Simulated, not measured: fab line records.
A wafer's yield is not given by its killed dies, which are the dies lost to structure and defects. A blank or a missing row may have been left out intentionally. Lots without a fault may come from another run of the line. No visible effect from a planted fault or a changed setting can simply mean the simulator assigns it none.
Chamber matching + flow nand-harc + NHARC_P_M0_DEP_32 on pecvd-04 has 3 sister chambers
The step deposits SiCN, target thk 30 nm. 16 wafers are shown with their chamber, then 8 later ones without.

WAFERS PAIRED WITH THEIR CHAMBERS
| wafer  | chamber | heater-power-w (W) |
|--------|---------|--------------------|
| L075.3 | 1       | 728                |
| L075.5 | 0       | 704                |
| L075.6 | 2       | 603                |
| L078.2 | 0       | 592                |
| L078.5 | 2       | 681                |
| L078.6 | 0       | 604                |
| L080.1 | 1       | 614                |
| L080.2 | 0       | 666                |
| L080.3 | 2       | 589                |
| L081.3 | 2       | 653                |
| L081.4 | 0       | 578                |
| L081.6 | 2       | 641                |
| L095.2 | 2       | 562                |
| L095.4 | 0       | 683                |
| L095.6 | 1       | 609                |
| L096.2 | 2       | 635                |

SIGNATURES (averages over the wafers above)
| reading        | chamber 0 | chamber 1 | chamber 2 | scatter within a chamber |
|----------------|-----------|-----------|-----------|--------------------------|
| heater-power-w | 637.83    | 650.33    | 623.43    | 50.5                     |
Rule: a wafer lies at a distance from a chamber equal to the root of the sum of squares, over the readings, of (its reading less the chamber's mean, divided by the reading's scatter). If the next closest chamber is less than 2 further off than the closest, the wafer can't be placed; otherwise it belongs to the closest. The scatter is the square root of a quotient: the sum, over the shown wafers, of each reading's squared deviation from its chamber's mean, divided by wafers minus chambers.

WAFERS MISSING THEIR CHAMBER
| wafer  | heater-power-w (W) |
|--------|--------------------|
| L096.3 | 622                |
| L096.5 | 619                |
| L097.1 | 619                |
| L097.2 | 689                |
| L097.6 | 689                |
| L097.3 | 563                |
| L097.4 | 549                |
| L097.5 | 615                |

CHAMBER TAKEN BY EACH
| wafer  | from the rows above          | in truth |
|--------|------------------------------|----------|
| L096.3 | can't be placed: 2 or 0 or 1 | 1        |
| L096.5 | can't be placed: 2 or 0 or 1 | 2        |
| L097.1 | can't be placed: 2 or 0 or 1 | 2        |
| L097.2 | can't be placed: 1 or 0 or 2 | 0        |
| L097.6 | can't be placed: 1 or 0 or 2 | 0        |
| L097.3 | can't be placed: 2 or 0 or 1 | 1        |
| L097.4 | can't be placed: 2 or 0 or 1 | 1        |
| L097.5 | can't be placed: 2 or 0 or 1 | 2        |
Placed correctly: 0 of 8. Can't be placed from these rows: 8 (the true chamber is among the candidates in 8). Wrongly placed: 0.
